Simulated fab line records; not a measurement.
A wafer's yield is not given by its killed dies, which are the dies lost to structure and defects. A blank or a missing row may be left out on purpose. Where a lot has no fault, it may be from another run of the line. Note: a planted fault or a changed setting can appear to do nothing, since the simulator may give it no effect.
fab line records ; flow nand-harc ; part 2 of 2: steps 5 to 6 of 6
record: lots: 23; wafers: 69; last-day: 25
route steps=1159 shown A_STAIRCASE@617 A_SGD_CUT@767 A_SLIT@780
lots untouched by any fault: they come from a run of this same line in which no faults occurred
start-h: hours from the record's opening day to when the first of the lot's shown wafers began ; wait-h: hours since the lot's step before ; " same as the row above ; L1.1+2: a row that stands for several wafers ; - either no value or no given start ; * or withheld: withheld ; < > ~ a bound
route shown NAME@n: names a module that has steps shown in the file, with the first one's number in the route ; usual: mean and standard deviation over wafers with no fault ; same: alike in all rows ; chamber/n: place in a boat ; sites: readings site by site ; _std_site: the values' standard deviation ; _edge_site: mean of outer sites minus mean of inner sites ; radius-mm: for every site, how far away it sits from the centre of the wafer ; mask NAME#n: copy n ; behind: the most recent tool/chamber to have shaped the wafer ; hold: reason for holding the lot/hours on hold/outcome of the hold ; device: which transistor (n, p or np) failed to switch ; end of line: the tests these same wafers got at the end of their route ; for a step that has no rows: nothing shown but its recipe ; killed: count of dies lost to structure and defects at first sort (not the wafer's yield) ; map: a wafer's dies, marking killed ones x, the rest . and places with no die _
set.NAME: the setting that was run; set.NAME@STEP: the one run at that earlier step ; model.NAME: the simulator's own value behind a step, which no gauge read
the route's steps for a sample of lots (tables are steps, rows are wafers)
services: when a tool's chamber went out of use (start-h, in hours from the record's first day, below 0 if earlier), for how many hours, and the reason
== steps ==
step: NHARC_A_SGD_CUT_STRIP_17
recipe: o2-flow-sccm: 500; ar-flow-sccm: 0; bias-w: 0; chemistry: O2
usual: drypump-motor-current-A: 5.7/0.36; oes-product-au: 0.997/0.014; rf-vpp-V: 57.8/0.99; showerhead-plenum-p-Torr: 3.51/0.13; throttle-valve-pct: 17.037/0.0093
lot.wafer;tool;chamber;start-h;wait-h;drypump-motor-current-A;oes-product-au;rf-hours-counter-h;rf-vpp-V;showerhead-plenum-p-Torr;throttle-valve-pct
L074.2;rie-diel-02;3;-;-;5.8;1.009;13;58.5;3.55;17.033
L074.1;rie-diel-02;1;-;-;6.5;0.989;15;57.7;3.43;17.034
L074.6;rie-diel-02;3;-;-;5.8;1.005;-;58.9;3.55;17.030
L076.1;rie-diel-12;2;-;-;5.6;1.001;9;58.9;3.44;17.032
L076.3;rie-diel-12;3;-;-;5.2;1.001;8;57.1;3.30;17.027
L076.6;rie-diel-12;0;-;-;5.9;1.021;-;58.2;3.55;17.032
L075.4;rie-diel-02;0;-;-;5.8;1.023;17;57.8;3.71;17.042
L075.2;rie-diel-02;1;-;-;6.5;0.986;17;58.1;3.43;17.041
L075.5;rie-diel-02;3;-;-;5.8;1.003;-;57.2;3.55;17.043
L077.2;rie-diel-12;0;-;-;5.9;1.009;10;59.5;3.55;17.030
L077.4;rie-diel-12;2;-;-;5.5;0.986;10;58.6;3.44;17.043
L077.6;rie-diel-12;3;-;-;5.1;0.998;-;57.8;3.30;17.045
L079.3;rie-diel-02;0;-;-;5.8;1.009;0;59.9;3.71;17.042
L079.1;rie-diel-02;1;-;-;6.5;0.987;0;57.2;3.43;17.047
L079.6;rie-diel-02;3;-;-;5.8;1.011;-;58.8;3.55;17.049
L078.2;rie-diel-12;0;-;-;6.0;1.024;10;57.6;3.55;17.027
L078.4;rie-diel-12;1;-;-;5.7;1.011;7;56.9;3.54;17.043
L078.1;rie-diel-12;2;-;-;5.5;1.006;10;58.4;3.44;17.023
L081.4;rie-diel-12;1;-;-;5.6;1.006;7;56.8;3.53;17.050
L081.2;rie-diel-12;3;-;-;5.1;0.982;10;58.0;3.29;17.044
L081.5;rie-diel-12;1;-;-;5.6;1.006;-;58.5;3.54;17.032
L084.1;rie-diel-02;2;-;-;5.9;0.988;3;58.6;3.74;17.058
L084.2;rie-diel-02;1;-;-;6.5;0.980;3;56.2;3.43;17.037
L084.6;rie-diel-02;2;-;-;5.9;0.976;-;58.5;3.74;17.040
L080.1;rie-diel-12;3;-;-;5.1;0.978;12;57.6;3.29;17.034
L080.6;rie-diel-12;2;-;-;5.5;0.993;-;57.6;3.44;17.032
L080.5;rie-diel-12;3;-;-;5.2;0.977;-;58.6;3.29;17.043
L083.4;rie-diel-10;3;-;-;5.4;0.990;1;57.4;3.57;17.045
L083.2;rie-diel-10;1;-;-;5.6;1.001;1;56.8;3.54;17.034
L083.3;rie-diel-10;2;-;-;5.0;0.991;1;58.4;3.46;17.044
L085.1;rie-diel-12;0;-;-;5.9;1.012;13;58.7;3.55;17.050
L085.5;rie-diel-12;2;-;-;5.5;0.985;-;57.0;3.44;17.037
L085.6;rie-diel-12;3;-;-;5.1;0.974;-;57.7;3.29;17.039
L082.1;rie-diel-10;2;-;-;5.0;0.987;1;57.1;3.45;17.048
L082.3;rie-diel-10;3;-;-;5.5;1.004;1;59.0;3.57;17.030
L082.4;rie-diel-10;3;-;-;5.4;1.007;-;59.0;3.57;17.021
L087.4;rie-diel-02;2;-;-;5.9;1.001;6;57.9;3.74;17.038
L087.3;rie-diel-02;3;-;-;5.8;1.008;6;57.3;3.54;17.031
L087.2;rie-diel-02;0;-;-;5.9;0.999;6;59.2;3.71;17.017
L088.4;rie-diel-12;0;-;-;6.0;1.009;1;58.4;3.55;17.033
L088.3;rie-diel-12;1;-;-;5.6;0.997;1;57.2;3.53;17.034
L088.1;rie-diel-12;2;-;-;5.5;0.970;1;57.0;3.43;17.027
L091.1;rie-diel-10;0;-;-;5.7;1.018;4;59.2;3.33;17.024
L091.3;rie-diel-10;1;-;-;5.6;1.015;6;56.9;3.54;17.043
L091.5;rie-diel-10;3;-;-;5.4;1.001;-;57.1;3.57;17.019
L086.4;rie-diel-12;0;-;-;5.9;0.996;1;57.4;3.55;17.042
L086.2;rie-diel-12;2;-;-;5.5;0.979;1;57.0;3.43;17.039
L086.1;rie-diel-12;3;-;-;5.1;0.992;1;58.8;3.29;17.038
L089.2;rie-diel-02;2;-;-;5.9;0.994;6;57.1;3.74;17.032
L089.4;rie-diel-02;0;-;-;5.9;1.007;7;58.7;3.71;17.038
L089.6;rie-diel-02;2;-;-;5.9;0.993;-;58.1;3.74;17.047
L092.2;rie-diel-12;2;-;-;5.5;0.973;2;58.0;3.43;17.033
L092.4;rie-diel-12;0;-;-;6.0;0.985;2;57.9;3.55;17.048
L092.5;rie-diel-12;2;-;-;5.5;0.973;-;58.1;3.43;17.030
L090.1;rie-diel-02;0;-;-;5.9;1.004;9;57.7;3.71;17.036
L090.2;rie-diel-02;1;-;-;6.5;0.984;8;56.7;3.43;17.027
L090.4;rie-diel-02;2;-;-;5.9;0.991;8;58.5;3.74;17.030
L096.1;rie-diel-10;3;-;-;5.4;0.986;10;58.1;3.57;17.037
L096.5;rie-diel-10;3;-;-;5.4;1.003;-;58.8;3.57;17.038
L096.6;rie-diel-10;0;-;-;5.7;0.995;-;58.6;3.33;17.037
L094.1;rie-diel-12;3;-;-;5.1;0.977;6;57.9;3.29;17.038
L094.3;rie-diel-12;0;-;-;5.9;1.001;5;58.6;3.54;17.039
L094.5;rie-diel-12;3;-;-;5.1;0.979;-;58.2;3.29;17.028
L093.3;rie-diel-02;1;-;-;6.5;0.994;10;56.0;3.43;17.034
L093.2;rie-diel-02;2;-;-;5.9;1.007;10;58.8;3.74;17.032
L093.5;rie-diel-02;1;-;-;6.5;0.982;-;57.6;3.43;17.044
L097.4;rie-diel-10;3;-;-;5.4;0.997;11;57.7;3.57;17.052
L097.2;rie-diel-10;0;-;-;5.7;1.011;10;54.7;3.33;17.020
L097.5;rie-diel-10;3;-;-;5.4;0.986;-;58.5;3.57;17.048
step: NHARC_A_SLIT_DEP_00
recipe: target-thk-a: 32000; temp-c: 400; material: aC
usual: throttle-valve-pct: 35.001/0.01
lot.wafer;tool;chamber;start-h;wait-h;throttle-valve-pct
L074.1;acl-dep-01;0;319.02;1.8;34.997
L074.2;acl-dep-01;0;319.02;1.8;34.999
L074.6;acl-dep-01;0;320.63;3.2;34.988
L076.1;acl-dep-03;0;329.79;-;34.991
L076.3;acl-dep-03;0;329.79;-;34.987
L076.6;acl-dep-03;0;329.79;-;35.000
L075.2;acl-dep-01;0;330.02;-;35.002
L075.4;acl-dep-01;0;330.02;-;34.990
L075.5;acl-dep-01;0;330.02;-;35.005
L077.2;acl-dep-03;0;342.08;-;35.014
L077.4;acl-dep-03;0;342.08;-;35.000
L077.6;acl-dep-03;0;342.08;-;34.996
L078.1;acl-dep-01;0;352.40;-;34.993
L078.2;acl-dep-01;0;352.40;-;34.988
L078.4;acl-dep-01;0;352.40;-;35.016
L079.1;acl-dep-03;0;353.98;-;35.007
L079.3;acl-dep-03;0;353.98;-;35.008
L079.6;acl-dep-03;0;353.98;-;34.998
L081.2;acl-dep-01;0;354.72;-;35.005
L081.4;acl-dep-01;0;354.72;-;34.994
L081.5;acl-dep-01;0;354.72;-;35.004
L082.1;acl-dep-01;0;379.75;-;35.003
L082.3;acl-dep-01;0;379.75;-;35.002
L082.4;acl-dep-01;0;379.75;-;35.003
L084.1;acl-dep-02;0;379.87;-;35.008
L084.2;acl-dep-02;0;379.87;-;35.023
L084.6;acl-dep-02;0;381.51;-;35.008
L085.1;acl-dep-03;0;380.06;-;35.004
L085.5;acl-dep-03;0;381.37;-;34.996
L085.6;acl-dep-03;0;381.37;-;35.023
L080.1;acl-dep-02;0;381.84;-;34.994
L080.5;acl-dep-02;0;383.12;-;34.992
L080.6;acl-dep-02;0;383.12;-;34.996
L083.2;acl-dep-01;0;382.06;-;35.018
L083.3;acl-dep-01;0;382.06;-;34.988
L083.4;acl-dep-01;0;382.06;-;34.997
L091.1;acl-dep-01;0;420.63;1.3;34.989
L091.3;acl-dep-01;0;420.63;1.3;34.995
L091.5;acl-dep-01;0;420.63;1.3;35.015
L087.2;acl-dep-02;0;420.98;-;34.999
L087.3;acl-dep-02;0;420.98;-;34.999
L087.4;acl-dep-02;0;420.98;-;34.988
L088.1;acl-dep-03;0;421.03;1.3;35.015
L088.3;acl-dep-03;0;421.03;1.3;35.011
L088.4;acl-dep-03;0;421.03;1.3;35.010
L086.1;acl-dep-01;0;422.54;-;35.004
L086.2;acl-dep-01;0;422.54;-;34.995
L086.4;acl-dep-01;0;422.54;-;35.004
L089.2;acl-dep-02;0;422.95;-;35.006
L089.4;acl-dep-02;0;422.95;-;35.009
L089.6;acl-dep-02;0;422.95;-;35.005
L090.1;acl-dep-02;0;432.41;-;35.003
L090.2;acl-dep-02;0;432.41;-;35.006
L090.4;acl-dep-02;0;432.41;-;34.988
L092.2;acl-dep-03;0;432.63;-;34.997
L092.4;acl-dep-03;0;432.63;-;34.987
L092.5;acl-dep-03;0;432.63;-;34.998
L096.1;acl-dep-02;0;453.45;-;34.992
L096.5;acl-dep-02;0;454.74;-;34.997
L096.6;acl-dep-02;0;454.74;-;35.004
L094.1;acl-dep-01;0;453.58;0.4;35.007
L094.3;acl-dep-01;0;453.58;0.4;35.021
L094.5;acl-dep-01;0;453.58;0.4;34.990
L093.2;acl-dep-03;0;454.63;-;35.001
L093.3;acl-dep-03;0;454.63;-;35.023
L093.5;acl-dep-03;0;454.63;-;35.020
L097.2;acl-dep-02;0;459.44;-;35.006
L097.4;acl-dep-02;0;459.44;-;34.986
L097.5;acl-dep-02;0;459.44;-;34.997
== services ==
tool;chamber;start-h;hours;kind
rie-diel-02;1;219.32;3.7;repair
rie-diel-02;1;223.10;4.4;repair
acl-dep-03;-;224.27;13.0;pm
rie-diel-12;0;259.94;7.4;repair
rie-diel-13;-;276.36;9.0;pm
rie-diel-04;0;281.10;27.7;repair
rie-diel-12;1;282.08;6.6;repair
rie-diel-04;3;289.98;12.9;repair
rie-diel-04;-;290.56;9.0;pm
acl-dep-01;-;296.11;13.0;pm
rie-diel-12;1;313.79;10.2;repair
rie-diel-02;-;327.20;0.3;repair
rie-diel-02;-;328.00;9.0;pm
acl-dep-02;-;350.51;13.0;pm
rie-diel-03;1;373.11;22.4;repair
rie-diel-12;-;379.41;9.0;pm
rie-diel-03;-;392.36;9.0;pm
rie-diel-04;-;398.54;0.6;repair
acl-dep-03;-;406.19;13.0;pm
rie-diel-04;-;410.76;0.4;repair
rie-diel-04;-;419.95;9.6;repair
rie-diel-04;0;440.68;14.4;repair
rie-diel-04;3;452.35;4.6;repair
rie-diel-13;-;453.37;9.0;pm
